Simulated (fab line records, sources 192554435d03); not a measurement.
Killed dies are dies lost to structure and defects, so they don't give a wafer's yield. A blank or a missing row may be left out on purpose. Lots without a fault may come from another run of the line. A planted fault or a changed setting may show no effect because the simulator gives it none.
fab line records | flow n5_finfet
record lots=6 wafers=16 last_day=17
route steps=1938 shown BEOL_M15@1808
lots that met no fault: from a run of the same line without faults
start_h: hours from the record's first day to the start of the lot's first wafer shown | wait_h: hours since the lot's step before | " the same as in the row above | L1.1+2: a row that stands for several wafers | - no value, or no start given | * or withheld: withheld | < > ~ a bound
route shown NAME@n: a module of which the file shows steps, and the number in the route of the first | usual: mean/standard deviation of fault-free wafers | same: alike in all rows | chamber/n: place in a boat | sites: the reading at each site | _std_site: their standard deviation | _edge_site: outer sites' mean less inner sites' | radius_mm: how far each site lies from the wafer's centre | mask NAME#n: copy n | behind: the tool/chamber that last shaped the wafer | hold: why the lot was held/for how many hours/how that ended | device: the transistor (n, p or np) that didn't switch | end of line: the same wafers' tests at the end of the route | a step without rows: its recipe alone | killed: dies lost to structure and defects at the first sort, not the wafer's yield | map: a wafer's dies, x killed, . not, _ none there
set.NAME: the setting as run; set.NAME@STEP: as run at that earlier step | model.NAME: the simulator's own value behind a step, which no gauge read
lots at some steps of the route; a table a step, a row a wafer
services: from which hour (start_h, from the record's first day; less than 0 if before it) a tool's chamber was out of use, for how many hours, and why
## steps
# step N5_BEOL_M15_ETCH_61
# recipe chemistry=N2/H2 target=BARC target_depth_a=890 overetch_a=267 time_s=67.9 ion_energy_ev=200 pressure_mtorr=30 source_w=840 bias_w=150 n2_flow_sccm=200 h2_flow_sccm=200
# usual drypump_motor_current_A=5.6/0.3 oes_product_au=0.70/0.083 rf_vpp_V=524.3/1.9 showerhead_plenum_p_Torr=2.54/0.061 throttle_valve_pct=17.85/0.3
# columns lot.wafer tool chamber start_h wait_h drypump_motor_current_A oes_product_au rf_hours_counter_h rf_vpp_V showerhead_plenum_p_Torr throttle_valve_pct
L184.1 rie_diel-06 0 261.34 0.0 5.3 0.61 182 527.5 2.65 17.97
L184.3 " 3 " " 4.9 0.59 244 518.8 2.38 18.24
L184.4 " 2 " " 5.1 0.71 - 524.1 2.56 17.75
L192.1 rie_diel-02 2 309.29 0.0 5.6 0.75 32 526.0 2.56 17.34
L192.4 " 3 " " 5.7 0.80 - 522.1 2.49 17.87
L194.1 rie_diel-02 0 326.91 0.0 5.8 0.70 89 524.4 2.54 17.58
L194.3 " 2 " " 5.7 0.75 39 524.8 2.56 17.36
L194.5 " 2 " " 5.7 0.75 - 526.3 2.56 17.35
L193.2 rie_diel-02 2 327.71 0.0 5.6 0.75 39 524.7 2.56 17.35
L193.5 " 2 " " 5.6 0.75 - 524.0 2.56 17.36
L193.6 " 1 " " 5.9 0.81 - 523.7 2.49 17.32
L202.1 rie_diel-06 1 359.03 0.0 5.9 0.78 13 526.0 2.61 17.90
L202.4 " 0 " " 5.4 0.60 216 527.5 2.63 18.03
L202.6 " 1 " " 5.9 0.79 - 526.0 2.61 17.91
L205.3 rie_diel-02 2 397.11 0.0 5.7 0.72 64 526.3 2.55 17.41
L205.6 " 2 " " 5.6 0.72 - 526.1 2.55 17.39
# step N5_BEOL_M15_TRENCH_ETCH_34
# recipe chemistry=C4F8/O2/Ar target=SiO2 target_depth_a=8729.3 he_inner_torr=15 he_outer_torr=30 time_s=199 ion_energy_ev=800 pressure_mtorr=20 source_w=1905 bias_w=2040 Ar_flow_sccm=400 C4F8_flow_sccm=16 O2_flow_sccm=12
# step N5_BEOL_M15_STRIP_36
# recipe chemistry=O2 power_w=600 temp_c=60 pressure_mtorr=30 rf_frequency_hz=6e+07 bias_power_w=0 overash_fraction=0.3 o2_flow_sccm=225
# usual drypump_motor_current_A=5.54/0.3 o2_flow_sccm=225.0/0.65 oes_product_au=0.81/0.1 rf_vpp_V=3.7/1 showerhead_plenum_p_Torr=2.11/0.048 throttle_valve_pct=16.73/0.24
# columns lot.wafer tool chamber start_h wait_h drypump_motor_current_A o2_flow_sccm oes_product_au rf_hours_counter_h rf_vpp_V showerhead_plenum_p_Torr throttle_valve_pct
L184.1 rie_diel-01 2 263.71 2.1 5.84 226.0 0.70 236 5.9 2.04 17.01
L184.3 " 3 " " 5.21 224.4 0.67 252 2.8 2.07 17.05
L184.4 " 2 " " 5.86 225.2 0.71 - 5.2 2.04 17.04
L192.1 rie_diel-02 3 311.67 2.1 5.76 225.6 0.95 12 3.8 2.06 16.62
L192.4 " 2 " " 5.65 225.2 0.91 - 3.7 2.10 16.18
L194.1 rie_diel-02 0 330.78 3.6 5.82 224.6 0.81 91 3.2 2.13 16.74
L194.3 " 0 " " 5.81 224.7 0.81 - 4.1 2.13 16.74
L194.5 " 2 " " 5.65 224.2 0.90 - 3.7 2.10 16.21
L193.2 rie_diel-01 3 331.25 3.3 5.21 224.7 0.92 12 3.7 2.06 16.64
L193.5 " 0 " " 5.28 225.2 0.84 - 2.0 2.12 16.93
L193.6 " 1 " " 5.53 225.4 0.69 - 3.5 2.14 16.80
L202.1 rie_diel-06 2 364.26 5.0 5.02 224.0 0.80 121 4.2 2.14 16.86
L202.4 " 0 " " 5.31 224.7 0.69 218 4.0 2.19 16.83
L202.6 " 1 " " 5.92 225.0 0.95 - 2.6 2.16 16.64
L205.3 rie_diel-01 3 399.75 2.4 5.17 224.2 0.90 33 2.6 2.06 16.72
L205.6 " 1 " " 5.53 225.3 0.68 - 4.4 2.14 16.80
# step N5_BEOL_M15_STRIP_62
# recipe chemistry=O2 power_w=600 temp_c=60 pressure_mtorr=30 rf_frequency_hz=6e+07 bias_power_w=0 overash_fraction=0.3 o2_flow_sccm=225
# usual drypump_motor_current_A=5.54/0.3 o2_flow_sccm=225.1/0.68 oes_product_au=0.81/0.1 rf_vpp_V=3.6/0.5 showerhead_plenum_p_Torr=2.11/0.048 throttle_valve_pct=16.73/0.24
# columns lot.wafer tool chamber start_h wait_h drypump_motor_current_A o2_flow_sccm oes_product_au rf_hours_counter_h rf_vpp_V showerhead_plenum_p_Torr throttle_valve_pct
L184.1 rie_diel-01 2 - - 5.84 226.3 0.70 236 4.1 2.04 17.02
L184.3 " 3 " " 5.19 224.1 0.66 252 4.1 2.07 17.05
L184.4 " 2 " " 5.83 226.2 0.71 - 4.0 2.04 17.01
L192.1 rie_diel-02 3 - - 5.74 225.0 0.95 12 4.0 2.06 16.61
L192.4 " 2 " " 5.64 224.4 0.91 - 3.8 2.10 16.17
L194.1 rie_diel-02 0 - - 5.82 225.0 0.81 91 3.3 2.13 16.74
L194.3 " 0 " " 5.84 224.7 0.81 - 2.7 2.13 16.72
L194.5 " 2 " " 5.65 225.3 0.90 - 3.4 2.10 16.18
L193.2 rie_diel-01 3 - - 5.18 226.8 0.92 12 4.2 2.06 16.65
L193.5 " 0 " " 5.27 225.6 0.84 - 4.1 2.12 16.94
L193.6 " 1 " " 5.54 225.2 0.70 - 3.4 2.14 16.78
L202.1 rie_diel-06 2 - - 5.04 224.0 0.80 121 2.9 2.14 16.84
L202.4 " 0 " " 5.34 225.3 0.70 218 2.8 2.19 16.81
L202.6 " 1 " " 5.97 225.6 0.93 - 3.8 2.16 16.65
L205.3 rie_diel-01 3 - - 5.20 225.9 0.87 33 4.0 2.06 16.69
L205.6 " 1 " " 5.50 225.2 0.67 - 3.1 2.14 16.83
# step N5_BEOL_M15_STRIP_37
# recipe chemistry=O2 power_w=600 temp_c=60 pressure_mtorr=30 rf_frequency_hz=6e+07 bias_power_w=0 overash_fraction=0.3 o2_flow_sccm=225
# step N5_BEOL_M15_ETCH_38
# recipe chemistry=CF4/N2 target=SiCN target_depth_a=1064 taper_deg=2 time_s=120.5 ion_energy_ev=150 mask_material=SiO2 pressure_mtorr=40 source_w=430 bias_w=70 Ar_flow_sccm=100 cf4_flow_sccm=60 n2_flow_sccm=60
# usual drypump_motor_current_A=5.54/0.3 oes_product_au=0.81/0.098 rf_vpp_V=382.6/1.4 showerhead_plenum_p_Torr=2.21/0.045 throttle_valve_pct=15.48/0.25
# columns lot.wafer tool chamber start_h wait_h drypump_motor_current_A oes_product_au rf_hours_counter_h rf_vpp_V showerhead_plenum_p_Torr throttle_valve_pct
L184.1 rie_diel-01 2 - - 5.83 0.69 236 381.2 2.18 15.92
L184.3 " 3 " " 5.20 0.68 252 380.7 2.16 15.76
L184.4 " 2 " " 5.84 0.69 - 381.7 2.18 15.90
L192.1 rie_diel-02 3 - - 5.74 0.95 12 382.5 2.15 15.30
L192.4 " 2 " " 5.65 0.90 - 382.9 2.22 14.99
L194.1 rie_diel-02 0 - - 5.82 0.79 91 382.6 2.23 15.44
L194.3 " 0 " " 5.83 0.80 - 383.8 2.23 15.44
L194.5 " 2 " " 5.64 0.87 - 382.2 2.22 15.02
L193.2 rie_diel-01 3 - - 5.22 0.93 12 379.7 2.16 15.28
L193.5 " 0 " " 5.27 0.82 - 382.7 2.23 15.66
L193.6 " 1 " " 5.52 0.68 - 384.2 2.26 15.59
L202.1 rie_diel-06 2 - - 5.04 0.82 121 382.2 2.20 15.36
L202.4 " 0 " " 5.33 0.72 218 384.4 2.27 15.44
L202.6 " 1 " " 5.95 0.94 - 384.3 2.26 15.33
L205.3 rie_diel-01 3 - - 5.20 0.89 33 381.0 2.15 15.34
L205.6 " 1 " " 5.51 0.67 - 384.0 2.25 15.63
# step N5_BEOL_M15_PRECLEAN_39
# recipe chemistry=residue_remover time_s=60 temp_c=40
# step N5_BEOL_M15_SRD_40
# recipe time_s=30 temp_c=23 rinse_liquid=diw dry=n2_spin spin_rpm=1500 dry_time_s=30
# step N5_BEOL_M15_DEGAS_41
# recipe ambient=vacuum temp_c=300 time_s=60
# step N5_BEOL_M15_PRE_CLEAN_42
# recipe gas=H2/He time_s=30 temp_c=300
# step N5_BEOL_M15_SPUTTER_43
# recipe material=TaN target_thk_a=150 temp_c=50 bias_v=168.6 power_w=15000 chamber_pressure_pa=0.12 time_s=24.19
# step N5_BEOL_M15_SPUTTER_44
# recipe material=Ta target_thk_a=150 temp_c=50 bias_v=80 power_w=15000 chamber_pressure_pa=0.07 time_s=24.19
# usual cathode_dc_power_W=15000/2.5 substrate_temp_c=49.99/0.11 throttle_valve_pct=30.0/0.87
# columns lot.wafer tool chamber start_h wait_h cathode_dc_power_W substrate_temp_c throttle_valve_pct model.Ta_of_BEOL_M15_SPUTTER_44.thk_nm
L184.1 pvd_sputter-03 - 264.55 0.0 15003 50.09 31.7 15
L184.3 " - " " 14997 49.92 30.2 15.2
L184.4 " - " " 14998 49.92 29.3 15
L192.1 pvd_sputter-01 - 312.27 0.0 14999 50.13 29.2 14.8
L192.4 " - " " 15000 50.04 28.3 15.2
L194.1 pvd_sputter-03 - 331.62 0.0 15000 50.01 29.0 15
L194.3 " - " " 14996 49.89 31.6 15.2
L194.5 " - " " 15000 49.90 30.3 13.6
L193.2 pvd_sputter-03 - 331.98 0.0 15001 49.98 31.8 13.4
L193.5 " - " " 14997 50.04 29.2 13.6
L193.6 " - " " 15000 49.95 31.7 13.8
L202.1 pvd_sputter-02 - 365.23 0.0 14999 49.97 29.5 14.8
L202.4 " - " " 14999 49.95 30.2 14.6
L202.6 " - " " 14997 50.01 30.8 15.2
L205.3 pvd_sputter-02 - 400.82 0.0 15002 50.13 29.1 15
L205.6 " - " " 15000 49.92 31.1 15.2
# step N5_BEOL_M15_SPUTTER_45
# recipe material=Cu target_thk_a=1000 temp_c=-20 bias_v=60 power_w=26000 chamber_pressure_pa=0.13 time_s=16.67
# usual cathode_dc_power_W=26000/4.7 substrate_temp_c=-20.01/0.1 throttle_valve_pct=29.9/0.87
# columns lot.wafer tool chamber start_h wait_h cathode_dc_power_W substrate_temp_c throttle_valve_pct
L184.1 pvd_sputter-03 - 264.63 0.0 26002 -20.03 31.4
L184.3 " - " " 25995 -20.05 30.1
L184.4 " - " " 25994 -19.97 29.3
L192.1 pvd_sputter-01 - 312.35 0.0 25987 -20.06 29.2
L192.4 " - " " 25993 -20.23 28.1
L194.1 pvd_sputter-03 - 331.70 0.0 25997 -19.90 29.0
L194.3 " - " " 25994 -20.05 31.9
L194.5 " - " " 25994 -19.83 30.3
L193.2 pvd_sputter-03 - 332.06 0.0 26004 -20.04 31.6
L193.5 " - " " 26004 -20.05 29.2
L193.6 " - " " 26004 -20.10 31.8
L202.1 pvd_sputter-02 - 365.32 0.0 26003 -20.01 29.4
L202.4 " - " " 26001 -20.05 30.0
L202.6 " - " " 25997 -19.91 30.8
L205.3 pvd_sputter-02 - 400.90 0.0 25992 -20.01 29.6
L205.6 " - " " 26000 -19.99 31.0
## services
# columns tool chamber start_h hours kind
rie_diel-02 3 266.56 10.3 repair
rie_diel-06 3 276.06 - clean
rie_diel-06 3 276.06 - consumable_replace:focus_ring
rie_diel-06 3 276.06 - consumable_replace:showerhead
rie_diel-01 3 276.92 - clean
rie_diel-01 3 276.92 - consumable_replace:focus_ring
rie_diel-01 3 276.92 17.9 scheduled_down
rie_diel-01 3 276.92 17.9 vent_cycle
rie_diel-01 2 298.99 - clean
rie_diel-01 2 298.99 - consumable_replace:focus_ring
rie_diel-01 2 298.99 20.1 scheduled_down
rie_diel-01 2 298.99 20.1 vent_cycle
rie_diel-06 1 301.49 - clean
pvd_sputter-01 - 301.73 2.1 repair
rie_diel-02 1 304.80 - clean
rie_diel-02 1 304.80 - consumable_replace:focus_ring
rie_diel-02 1 304.80 19.5 scheduled_down
rie_diel-02 1 304.80 19.5 vent_cycle
pvd_sputter-01 - 310.66 1.0 repair
rie_diel-02 3 320.24 22.2 repair
pvd_sputter-01 - 328.15 1.8 repair
rie_diel-01 0 350.91 2.9 repair
rie_diel-06 2 352.76 1.7 repair
rie_diel-02 1 356.52 10.3 repair
## key
first_sign none at tools or gauges
model_effect step=N5_BEOL_M15_SPUTTER_44 value=Ta_of_BEOL_M15_SPUTTER_44.thk_nm without=15.05 struck=13.6
met_at N5_BEOL_M15_SPUTTER_44
struck_wafers L193.2,L193.5,L193.6,L194.5
baseline_loss step=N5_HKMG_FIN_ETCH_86 wafers=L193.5
onset_between 264.55 331.62
fault kind=process_parameter_drift tool=pvd_sputter-03 chamber=- onset_h=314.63 steps=N5_BEOL_M15_SPUTTER_44 channel=time_s offset=* shape=step end_h=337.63 scope=struck_wafers_only acts_in=* stated=*
# baseline_loss: these wafers lose ten dies or more at that step, a loss of the line's own and not of a fault; the sort's usual values leave them out
